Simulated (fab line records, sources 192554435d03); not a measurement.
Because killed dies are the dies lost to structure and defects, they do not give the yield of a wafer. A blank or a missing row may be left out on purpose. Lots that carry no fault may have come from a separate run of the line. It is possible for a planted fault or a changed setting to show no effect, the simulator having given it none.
Chamber matching    flow n5-finfet    4 sister chambers for N5_BEOL_M0_SAQP_STRIP_86 on rie-diel-02
The step strips in N2/H2. 20 wafers are shown with their chamber, then 10 later ones without.

== EACH WAFER AND ITS CHAMBER ==
wafer   chamber  drypump-motor-current-A (A)  throttle-valve-pct (%)  showerhead-plenum-p-Torr (Torr)
L074.1  0        5.8                          18.26                   3.39
L074.4  3        4.7                          18.50                   3.28
L074.6  0        5.8                          18.27                   3.39
L078.1  2        6.1                          18.85                   3.41
L078.4  3        4.7                          18.50                   3.28
L078.6  0        5.8                          18.28                   3.39
L079.4  0        5.8                          18.27                   3.39
L079.5  2        6.1                          18.86                   3.41
L079.6  1        6.4                          19.02                   3.57
L082.1  0        5.8                          18.27                   3.39
L082.5  1        6.4                          19.06                   3.57
L082.6  0        5.7                          18.28                   3.39
L083.1  0        5.8                          18.28                   3.39
L083.4  2        6.1                          18.86                   3.41
L083.6  3        4.7                          18.53                   3.27
L086.1  1        6.4                          19.06                   3.56
L086.4  1        6.4                          19.04                   3.56
L086.5  0        5.8                          18.29                   3.38
L087.4  2        6.1                          18.88                   3.40
L087.5  2        6.2                          18.88                   3.40

SIGNATURES (means of the wafers above)
reading                   chamber 0  chamber 1  chamber 2  chamber 3  scatter within a chamber
drypump-motor-current-A   5.787      6.400      6.120      4.700      0.0324
throttle-valve-pct        18.2750    19.0450    18.8660    18.5100    0.0137
showerhead-plenum-p-Torr  3.3887     3.5650     3.4060     3.2767     0.00484
Rule: a wafer lies at a distance from a chamber equal to the root of the sum of squares, over the readings, of (its reading less the chamber's mean, divided by the reading's scatter). The wafer belongs to the nearest chamber; if the next one is less than 2 further off, it can't be placed. The scatter: take each reading less its chamber's mean, square it, sum over the shown wafers, divide by the number of wafers less the number of chambers, and take the root.

== WAFERS WITHOUT THEIR CHAMBER ==
wafer   drypump-motor-current-A (A)  throttle-valve-pct (%)  showerhead-plenum-p-Torr (Torr)
L087.6  4.8                          18.49                   3.27
L089.3  6.1                          18.89                   3.40
L089.4  4.8                          18.52                   3.27
L089.6  6.4                          19.07                   3.56
L093.2  4.8                          18.56                   3.27
L093.3  6.4                          19.10                   3.56
L093.4  5.8                          18.32                   3.38
L097.1  4.7                          18.61                   3.26
L097.2  6.4                          19.13                   3.55
L097.5  5.8                          18.33                   3.37

== WHICH CHAMBER EACH ONE RAN IN ==
wafer   from the rows above  in truth
L087.6  3                    3
L089.3  2                    2
L089.4  3                    3
L089.6  1                    1
L093.2  3                    3
L093.3  1                    1
L093.4  0                    0
L097.1  3                    3
L097.2  1                    1
L097.5  0                    0
Correctly placed: 10 of 10. Can't be placed from these rows: 0. Placed wrongly: 0.
